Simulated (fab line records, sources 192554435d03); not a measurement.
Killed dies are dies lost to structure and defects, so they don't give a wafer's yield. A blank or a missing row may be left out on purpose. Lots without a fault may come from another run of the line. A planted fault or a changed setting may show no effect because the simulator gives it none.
Chamber matching | flow n5_finfet | N5_FIN_SAQP_PECVD_48 on pecvd-04: 3 sister chambers
The step deposits SiNx from SiH4/NH3/N2, target thk 25 nm, time 22.1 s. 14 wafers are shown with their chamber, then 7 later ones without.

WAFERS WITH THEIR CHAMBER
wafer  | chamber | showerhead_plenum_p_Torr (Torr) | throttle_valve_pct (%) | heater_power_w (W)
L075.4 | 0       | 5.10                            | 40.5                   | 705
L075.5 | 0       | 5.10                            | 40.9                   | 702
L075.6 | 1       | 5.18                            | 39.8                   | 884
L083.1 | 1       | 5.18                            | 39.7                   | 743
L083.4 | 1       | 5.17                            | 39.9                   | 745
L083.5 | 0       | 5.08                            | 40.9                   | 627
L086.2 | 0       | 5.08                            | 40.7                   | 679
L086.3 | 0       | 5.08                            | 40.7                   | 697
L086.6 | 1       | 5.17                            | 39.7                   | 864
L087.3 | 1       | 5.18                            | 39.8                   | 866
L087.5 | 0       | 5.08                            | 40.8                   | 652
L087.6 | 2       | 5.09                            | 40.1                   | 676
L090.1 | 1       | 5.19                            | 39.7                   | 794
L090.3 | 0       | 5.08                            | 40.9                   | 623

SIGNATURES (means of the wafers above)
reading                  | chamber 0 | chamber 1 | chamber 2 | scatter within a chamber
showerhead_plenum_p_Torr | 5.0857    | 5.1783    | 5.0900    | 0.00882
throttle_valve_pct       | 40.771    | 39.767    | 40.100    | 0.123
heater_power_w           | 669.29    | 816.00    | 676.00    | 50.2
Rule: a wafer's distance from a chamber is the root of the sum, over the readings, of the square of ((its reading less the chamber's mean) divided by the reading's scatter). The wafer belongs to the nearest chamber; if the next one is less than 2 further off, it can't be placed. The scatter: the root of (the sum of the squares of (reading less its chamber's mean) over the shown wafers, divided by (wafers less chambers)).

WAFERS WITHOUT THEIR CHAMBER
wafer  | showerhead_plenum_p_Torr (Torr) | throttle_valve_pct (%) | heater_power_w (W)
L090.5 | 5.09                            | 40.8                   | 620
L093.2 | 5.08                            | 40.3                   | 754
L093.3 | 5.08                            | 40.9                   | 678
L093.4 | 5.07                            | 40.2                   | 732
L097.2 | 5.17                            | 40.1                   | 836
L097.4 | 5.09                            | 40.9                   | 676
L097.6 | 5.18                            | 39.6                   | 853

WHICH CHAMBER EACH WENT THROUGH
wafer  | from the rows above     | in truth
L090.5 | 0                       | 0
L093.2 | can't be placed: 2 or 0 | 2
L093.3 | 0                       | 0
L093.4 | 2                       | 2
L097.2 | 1                       | 1
L097.4 | 0                       | 0
L097.6 | 1                       | 1
Placed correctly: 6 of 7. Can't be placed from these rows: 1 (the true chamber is among the candidates in 1). Placed wrongly: 0.
